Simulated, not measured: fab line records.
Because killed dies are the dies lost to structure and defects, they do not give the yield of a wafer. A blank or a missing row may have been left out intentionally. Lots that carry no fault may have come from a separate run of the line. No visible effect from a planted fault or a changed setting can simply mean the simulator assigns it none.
Chamber matching || flow n5_finfet || cmp-04 running N5_MOL_CONTACT_COAG_CMP_52: 4 sister chambers
The step polishes, stops on SiO2, t overpolish 1.5 s, target thk 66.5 nm. 4 wafers are shown with their chamber, then 9 later ones without.

## WAFERS, EACH WITH ITS CHAMBER
{"wafer": "L091.3", "chamber": 3, "motor_current_A (A)": 12.3}
{"wafer": "L091.5", "chamber": 2, "motor_current_A (A)": 13.6}
{"wafer": "L092.3", "chamber": 1, "motor_current_A (A)": 11.9}
{"wafer": "L092.5", "chamber": 0, "motor_current_A (A)": 11.8}

## WAFERS WITHOUT THEIR CHAMBER
{"wafer": "L093.3", "motor_current_A (A)": 13.4}
{"wafer": "L093.5", "motor_current_A (A)": 11.7}
{"wafer": "L093.6", "motor_current_A (A)": 11.6}
{"wafer": "L096.1", "motor_current_A (A)": 12.5}
{"wafer": "L096.2", "motor_current_A (A)": 11.4}
{"wafer": "L096.3", "motor_current_A (A)": 13.6}
{"wafer": "L097.2", "motor_current_A (A)": 11.5}
{"wafer": "L097.4", "motor_current_A (A)": 13.0}
{"wafer": "L097.6", "motor_current_A (A)": 11.4}

## THE CHAMBER EACH PASSED THROUGH
{"wafer": "L093.3", "from the rows above": 2, "in truth": 2}
{"wafer": "L093.5", "from the rows above": "can't be placed: 0 or 1 or 3", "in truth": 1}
{"wafer": "L093.6", "from the rows above": "can't be placed: 0 or 1 or 3", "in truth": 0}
{"wafer": "L096.1", "from the rows above": "can't be placed: 3 or 1 or 0", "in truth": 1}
{"wafer": "L096.2", "from the rows above": "can't be placed: 0 or 1 or 3", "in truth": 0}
{"wafer": "L096.3", "from the rows above": 2, "in truth": 2}
{"wafer": "L097.2", "from the rows above": "can't be placed: 0 or 1 or 3", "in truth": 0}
{"wafer": "L097.4", "from the rows above": "can't be placed: 2 or 3 or 1 or 0", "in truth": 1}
{"wafer": "L097.6", "from the rows above": "can't be placed: 0 or 1 or 3", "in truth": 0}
2 of 9 placed correctly. Not placeable from these rows: 7 (in 7, the candidates include the true chamber). Number placed wrongly: 0.
How it was worked out, from the rows above alone: a wafer's distance from a chamber is the root of the sum, over the readings, of the square of ((its reading less the chamber's mean) divided by the reading's scatter). The wafer belongs to the nearest chamber; if the next one is less than 2 further off, it can't be placed. For every chamber, the mean is computed from those of its wafers that are shown. The scatter (one wafer shown for each chamber): square how far every hidden wafer sits from the nearest shown wafer, average those squares and take the square root.
